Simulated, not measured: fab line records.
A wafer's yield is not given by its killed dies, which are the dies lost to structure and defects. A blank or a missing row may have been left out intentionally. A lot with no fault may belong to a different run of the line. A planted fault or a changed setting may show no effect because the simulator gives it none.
Chamber matching / flow n5Finfet / N5_BEOL_M0_ALD_136 on aldMetal-03: 4 sister chambers
The step deposits TaN, pulse time 2 s, purge time 3 s, co reactant purge time 2 s. 7 wafers are shown with their chamber, then 7 later ones without.

## EACH WAFER AND ITS CHAMBER
wafer=L076.5; chamber=2; heaterPowerW (W)=427
wafer=L081.2; chamber=0; heaterPowerW (W)=370
wafer=L081.5; chamber=1; heaterPowerW (W)=425
wafer=L088.1; chamber=1; heaterPowerW (W)=432
wafer=L088.6; chamber=3; heaterPowerW (W)=408
wafer=L095.2; chamber=3; heaterPowerW (W)=419
wafer=L095.3; chamber=0; heaterPowerW (W)=382

## WAFERS WITHOUT THEIR CHAMBER
wafer=L095.4; heaterPowerW (W)=422
wafer=L096.1; heaterPowerW (W)=432
wafer=L096.3; heaterPowerW (W)=428
wafer=L096.5; heaterPowerW (W)=417
wafer=L097.1; heaterPowerW (W)=372
wafer=L097.2; heaterPowerW (W)=431
wafer=L097.3; heaterPowerW (W)=413

## CHAMBER TAKEN BY EACH
wafer=L095.4; from the rows above=can't be placed: 2 or 1 or 3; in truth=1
wafer=L096.1; from the rows above=can't be placed: 1 or 2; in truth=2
wafer=L096.3; from the rows above=can't be placed: 1 or 2 or 3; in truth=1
wafer=L096.5; from the rows above=can't be placed: 3 or 2 or 1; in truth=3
wafer=L097.1; from the rows above=0; in truth=0
wafer=L097.2; from the rows above=can't be placed: 1 or 2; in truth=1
wafer=L097.3; from the rows above=can't be placed: 3 or 2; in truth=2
1 of 7 placed correctly. Cannot be placed on the basis of these rows: 6; the candidates contain the true chamber in 6. Wrongly placed: 0.
How it was worked out, from the rows above alone: a wafer's distance from a chamber is the root of the sum, over the readings, of the square of ((its reading less the chamber's mean) divided by the reading's scatter). If the next closest chamber is less than 2 further off than the closest, the wafer can't be placed; otherwise it belongs to the closest. A chamber's mean is the mean of its shown wafers. The scatter is the square root of a quotient: the sum, over the shown wafers, of each reading's squared deviation from its chamber's mean, divided by wafers minus chambers.
